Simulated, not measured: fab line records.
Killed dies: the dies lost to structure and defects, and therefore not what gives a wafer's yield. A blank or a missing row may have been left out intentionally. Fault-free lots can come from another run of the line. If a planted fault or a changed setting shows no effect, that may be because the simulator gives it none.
fab line records	flow nand_harc
record lots=13	wafers=39	last_day=24
route steps=1159 shown A_M1@1053 A_BONDPAD@1078 THIN_TSV@1125 END@1159
lots that met no fault: taken from a fault-free run of the same line
start_h: hours from the record's first day to the start of the lot's first wafer shown	wait_h: how many hours have passed since the lot's step before this one	" as in the row above	L1.1+2: one row covering several wafers at once	- value missing, or start not given	* or withheld: withheld	< > ~ a bound
route shown NAME@n: names a module that has steps shown in the file, with the first one's number in the route	usual: the fault-free wafers' mean and standard deviation	same: alike in all rows	chamber/n: place in a boat	sites: readings site by site	_std_site: the values' standard deviation	_edge_site: mean of outer sites minus mean of inner sites	radius_mm: for every site, how far away it sits from the centre of the wafer	mask NAME#n: copy n	behind: tool/chamber where the wafer was last shaped	hold: why the lot was held/for how many hours/how that ended	device: transistor that didn't switch, given as n, p or np	end of line: the tests these same wafers got at the end of their route	a step given without rows: its recipe and nothing more	killed: dies that structure and defects cost at the first sort, which is not the same as the wafer's yield	map: dies across one wafer; x = killed, . = not, _ = none there
set.NAME: the setting that was run; set.NAME@STEP: the one run at that earlier step	model.NAME: the simulator's own value behind a step, which no gauge read
one table for each step of the route and one row for each wafer, over a sample of lots
services: from which hour (start_h, from the record's first day; less than 0 if before it) a tool's chamber was out of use, for how many hours, and why
## steps
# step NHARC_A_M1_THK_MEAS_24
# recipe thk_meas_gauge=xrf
# usual thk_nm=154.7/1.4
lot.wafer	tool	chamber	start_h	wait_h	thk_nm
L952.2	film_metro-01	-	413.74	-	153.3
L952.3	"	-	"	"	153.6
L952.6	"	-	"	"	154.1
L951.2	film_metro-02	-	416.84	-	154.1
L951.3	"	-	"	"	155.3
L951.5	"	-	"	"	154.8
L954.2	film_metro-01	-	428.07	-	155.2
L954.3	"	-	"	"	157.7
L954.5	"	-	"	"	155.4
L955.3	film_metro-02	-	432.41	-	154.9
L955.4	"	-	"	"	157.3
L955.5	"	-	"	"	152.6
L950.2	film_metro-02	-	440.88	-	155.7
L950.4	"	-	"	"	155.2
L950.6	"	-	"	"	151.7
L960.3	film_metro-01	-	480.61	-	153.7
L960.4	"	-	"	"	158.2
L960.5	"	-	"	"	156.2
L964.2	film_metro-02	-	485.09	-	153.1
L964.5	"	-	"	"	153.7
L964.6	"	-	"	"	153.6
L963.1	film_metro-02	-	486.08	-	154.8
L963.3	"	-	"	"	154.2
L963.6	"	-	"	"	156.8
L966.2	film_metro-02	-	510.72	-	154.5
L966.5	"	-	"	"	155.4
L966.6	"	-	"	"	153.9
L970.3	film_metro-01	-	511.88	-	155.8
L970.4	"	-	"	"	152.2
L970.5	"	-	"	"	153.1
L968.2	film_metro-02	-	519.07	-	156.2
L968.3	"	-	"	"	156.7
L968.6	"	-	"	"	154.7
L969.2	film_metro-02	-	519.37	-	155.7
L969.3	"	-	"	"	156.6
L969.5	"	-	"	"	157.8
L972.3	film_metro-02	-	531.04	-	156.6
L972.5	"	-	"	"	155.2
L972.6	"	-	"	"	153.8
# step NHARC_A_BONDPAD_CD_MEAS_13
# usual cd_nm=499.6/1.8
lot.wafer	tool	chamber	start_h	wait_h	cd_nm
L952.2	cd_sem-01	-	416.39	-	498.2
L952.3	"	-	"	"	496.9
L952.6	"	-	"	"	496.3
L951.2	cd_sem-01	-	419.33	-	498.5
L951.3	"	-	"	"	500.3
L951.5	"	-	"	"	498.2
L954.2	cd_sem-02	-	430.70	-	499.2
L954.3	"	-	"	"	502.3
L954.5	"	-	"	"	500.4
L955.3	cd_sem-01	-	434.98	-	497.8
L955.4	"	-	"	"	496.9
L955.5	"	-	"	"	498.7
L950.2	cd_sem-01	-	443.51	-	503.4
L950.4	"	-	"	"	498.1
L950.6	"	-	"	"	500.2
L960.3	cd_sem-03	-	483.38	-	502.6
L960.4	"	-	"	"	500.2
L960.5	"	-	"	"	499.6
L964.2	cd_sem-03	-	487.71	-	497.6
L964.5	"	-	"	"	499.5
L964.6	"	-	"	"	501.2
L963.1	cd_sem-02	-	489.62	-	500.7
L963.3	"	-	"	"	499.5
L963.6	"	-	"	"	501.4
L966.2	cd_sem-02	-	513.20	-	498.4
L966.5	"	-	"	"	499.7
L966.6	"	-	"	"	501.7
L970.3	cd_sem-02	-	514.56	-	499.0
L970.4	"	-	"	"	496.4
L970.5	"	-	"	"	499.4
L968.2	cd_sem-02	-	521.70	-	499.1
L968.3	"	-	"	"	499.9
L968.6	"	-	"	"	496.1
L969.2	cd_sem-03	-	521.99	-	498.6
L969.3	"	-	"	"	498.5
L969.5	"	-	"	"	498.4
L972.3	cd_sem-01	-	533.69	-	498.9
L972.5	"	-	"	"	500.6
L972.6	"	-	"	"	504.0
# step NHARC_THIN_TSV_ETCHBACK_48
# recipe target_depth_a=10285	over_etch_frac=0.3	time_s=405.17	ion_energy_ev=250	c4f8_flow_sccm=withheld	ar_flow_sccm=withheld	rf_w=600	bias_w=300	chemistry=C4F8/Ar
# usual oes_product_au=0.937/0.03	over_etch_frac=0.3/0	rf_vpp_V=544.6/2.8
lot.wafer	tool	chamber	start_h	wait_h	oes_product_au	over_etch_frac	rf_hours_counter_h	rf_vpp_V
L952.3	rie_diel-04	0	433.62	-	0.918	0.3	18	551.7
L952.2	"	1	"	"	0.916	0.3	18	544.7
L952.6	"	3	"	"	0.920	0.3	-	541.8
L951.2	rie_diel-04	2	434.58	-	0.919	0.3	18	541.4
L951.3	"	3	"	"	0.925	0.3	17	541.2
L951.5	"	2	"	"	0.925	0.3	-	542.2
L954.2	rie_diel-09	3	450.12	-	1.008	0.3	1	543.1
L954.3	"	0	"	"	0.985	0.3	1	545.1
L954.5	"	0	"	"	1.000	0.3	-	544.7
L955.3	rie_diel-09	2	451.34	-	0.995	0.3	1	543.9
L955.4	"	1	"	"	1.007	0.3	1	548.4
L955.5	"	2	"	"	0.998	0.3	-	542.6
L950.4	rie_diel-12	3	460.69	-	0.925	0.3	5	547.4
L950.2	"	1	"	"	0.912	0.3	5	545.6
L950.6	"	2	"	"	0.911	0.3	-	542.3
L960.4	rie_diel-12	0	502.81	-	0.929	0.3	10	544.7
L960.3	"	1	"	"	0.907	0.3	9	545.6
L960.5	"	2	"	"	0.913	0.3	-	541.8
L964.2	rie_diel-09	2	503.78	-	0.990	0.3	3	541.6
L964.6	"	0	"	"	0.987	0.26939	-	543.4
L964.5	"	1	"	"	0.990	0.3	-	550.5
L963.3	rie_diel-09	0	506.94	0.3	0.991	0.26939	3	543.0
L963.1	"	1	"	"	0.904	0.3	3	548.7
L963.6	"	3	"	"	0.919	0.3	-	544.6
L966.2	rie_diel-12	1	530.36	-	0.918	0.3	11	545.7
L966.6	"	1	"	"	0.920	0.3	-	546.2
L966.5	"	2	"	"	0.910	0.3	-	541.1
L970.4	rie_diel-04	1	531.55	-	0.985	0.3	6	545.3
L970.3	"	3	"	"	1.008	0.3	6	541.4
L970.5	"	2	"	"	0.977	0.3	-	540.5
L968.2	rie_diel-12	3	537.19	-	0.940	0.3	10	545.0
L968.3	"	0	"	"	0.935	0.3	12	544.0
L968.6	"	2	"	"	0.934	0.3	-	542.7
L969.2	rie_diel-12	2	540.08	-	0.909	0.3	11	542.0
L969.3	"	1	"	"	0.909	0.3	11	543.9
L969.5	"	3	"	"	0.929	0.3	-	543.8
L972.3	rie_diel-04	1	549.59	0.4	0.930	0.3	8	544.3
L972.5	"	3	"	"	0.951	0.3	-	542.2
L972.6	"	0	"	"	0.919	0.3	-	550.9
# step NHARC_THIN_TSV_CMP_21
# recipe t_overpolish_s=30	target_thk_nm=2000
# usual motor_current_A=12.0/1.4	overpolish_run_s=30.001/0.0079
lot.wafer	tool	chamber	start_h	wait_h	motor_current_A	overpolish_run_s
L952.2	cmp-02	1	435.66	-	11.6	30.014
L952.3	"	2	"	"	13.6	30.016
L952.6	"	1	"	"	11.2	30.006
L951.2	cmp-03	0	436.66	-	14.1	29.996
L951.3	"	1	"	"	11.5	29.992
L951.5	"	3	"	"	12.7	30.006
L954.2	cmp-02	1	452.26	-	11.9	30.011
L954.3	"	2	"	"	13.2	29.987
L954.5	"	3	"	"	11.3	29.995
L955.3	cmp-02	0	453.42	-	9.9	30.002
L955.4	"	1	"	"	11.7	29.995
L955.5	"	0	"	"	10.0	29.998
L950.2	cmp-02	2	462.74	-	13.2	30.012
L950.4	"	0	"	"	10.6	29.995
L950.6	"	1	"	"	11.3	30.015
L960.3	cmp-02	2	504.85	-	13.0	30.004
L960.4	"	3	"	"	11.0	30.000
L960.5	"	2	"	"	13.5	29.984
L964.2	cmp-02	1	505.91	-	11.2	30.009
L964.5	"	3	"	"	10.9	30.004
L964.6	"	0	"	"	10.3	29.986
L963.1	cmp-01	3	508.97	-	14.3	30.003
L963.3	"	0	"	"	10.6	30.006
L963.6	"	1	"	"	12.3	30.007
L966.2	cmp-03	0	532.43	-	14.9	29.999
L966.6	"	0	"	"	14.4	29.988
L966.5	"	1	"	"	12.0	29.999
L970.3	cmp-02	2	533.83	-	13.8	30.005
L970.4	"	3	"	"	10.5	29.999
L970.5	"	1	"	"	11.1	30.007
L968.2	cmp-03	2	539.24	-	13.7	30.012
L968.3	"	3	"	"	12.1	30.000
L968.6	"	1	"	"	11.8	29.989
L969.3	cmp-01	1	542.18	-	11.8	30.001
L969.2	"	3	"	"	14.1	29.990
L969.5	"	2	"	"	11.3	29.990
L972.3	cmp-02	2	551.70	-	13.3	29.998
L972.5	"	3	"	"	10.9	29.992
L972.6	"	0	"	"	9.5	30.011
# step NHARC_END_SORT_01
# recipe temp_c=25
# usual defect_limited_yield=96.2/1.3	killed_at_array=21/8.9	killed_at_other=0.8/1.3	killed_at_periphery=3.6/2.4	killed_dies=26/8.9	killed_open=3.1/1.8	killed_short=1.9/1.3	sort_bin_2_pct=1.2/0.54	sort_bin_3_pct=0.21/0.17	sort_bin_4_pct=2.4/0.91	sort_n_pass=651/8.9	sort_rim_yield_pct=95.0/2.8	sort_yield_pct=96.2/1.3
# same gross_dies=677	sort_bin_5_pct[%]=0	sort_bin_6_pct[%]=0	sort_bin_7_pct[%]=0	sort_bin_8_pct[%]=0	sort_rim_n_gross=106.00
lot.wafer	tool	chamber	start_h	wait_h	defect_limited_yield[%]	killed_at_array	killed_at_other	killed_at_periphery	killed_dies	killed_open	killed_short	sort_bin_2_pct[%]	sort_bin_3_pct[%]	sort_bin_4_pct[%]	sort_n_pass	sort_rim_yield_pct[%]	sort_yield_pct[%]
L972.3	prober-02	0	568.18	3.1	95.7	25	0	4	29	3	4	1.6	0.15	2.5	648	97.2	95.7
L972.5	prober-02	0	569.78	3.7	96.0	22	0	5	27	6	1	1.8	0	2.2	650	91.5	96.0
L972.6	prober-02	0	570.57	4.0	96.6	19	0	4	23	4	3	0.9	0.15	2.4	654	96.2	96.6
# killed by level:class
L972.3 A_CONTACT:chamber_film_flake=7 A_ZERO_WELL:chamber_film_flake=5 A_ONON_D1:geometric_particle:short=3 P_GATE:chamber_film_flake=2 A_SLIT:chamber_film_flake=2 A_M1:chamber_film_flake=2 A_ONON_D1:geometric_particle:open=1 A_CHANNEL_FILL_D1:geometric_particle:open=1
L972.5 A_STAIRCASE:chamber_film_flake=4 A_CHANNEL_FILL_D1:geometric_particle:open=3 A_CHANNEL_HOLE_D1:chamber_film_flake=3 A_SLIT:chamber_film_flake=3 A_CONTACT:chamber_film_flake=3 A_ONON_D1:geometric_particle:open=2 P_GATE:chamber_film_flake=2 A_CHANNEL_FILL_D1:chamber_film_flake=2
L972.6 A_CHANNEL_HOLE_D1:chamber_film_flake=5 A_SLIT:chamber_film_flake=3 A_CONTACT:geometric_particle:open=2 P_GATE:chamber_film_flake=2 A_CONTACT:chamber_film_flake=2 P_CONTACT:geometric_particle:short=1 P_M0:geometric_particle:short=1 A_CHANNEL_FILL_D1:geometric_particle:open=1
## services
tool	chamber	start_h	hours	kind
rie_diel-04	3	418.59	6.9	repair
cmp-02	-	419.80	3.5	repair
cmp-01	-	424.06	0.9	repair
rie_diel-09	1	426.32	7.5	repair
cmp-02	-	427.28	-	consumable_replace:conditioner
cmp-02	-	427.28	-	consumable_replace:pad
cmp-03	-	430.90	0.9	repair
rie_diel-09	-	431.10	9.0	pm
rie_diel-04	0	436.96	6.9	repair
cmp-02	-	440.91	2.0	repair
cmp-03	-	450.03	4.0	pm
cmp-01	-	455.80	2.8	repair
rie_diel-04	-	465.98	9.0	pm
cmp-01	-	473.50	4.0	pm
rie_diel-12	3	474.21	19.8	repair
rie_diel-09	0	476.91	8.3	repair
cmp-01	-	487.74	0.3	repair
rie_diel-04	-	500.12	0.5	repair
cmp-01	-	516.01	1.7	repair
cmp-03	-	516.46	0.2	repair
cmp-02	-	521.28	4.0	pm
cmp-03	-	548.03	4.0	pm
rie_diel-04	3	550.71	15.3	repair
rie_diel-12	-	550.89	0.3	repair
## key
first_sign step=NHARC_THIN_TSV_ETCHBACK_48	reading=over_etch_frac	direction=down	sigmas=99+	usual=0.3	struck=0.26939
effect none on later readings
met_at NHARC_THIN_TSV_ETCHBACK_48
struck_lots L963,L964
struck_wafers L963.3,L964.6
not_acting_at NHARC_A_M1_THK_MEAS_24,NHARC_A_BONDPAD_CD_MEAS_13,NHARC_THIN_TSV_CMP_21
onset_between 450.12 503.78
fault kind=process_parameter_drift	tool=rie_diel-09	chamber=0	onset_h=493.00	steps=NHARC_THIN_TSV_ETCHBACK_48	channel=over_etch_frac	offset=-0.030606	shape=step	acts_in=these_recipes_only	stated=0.3
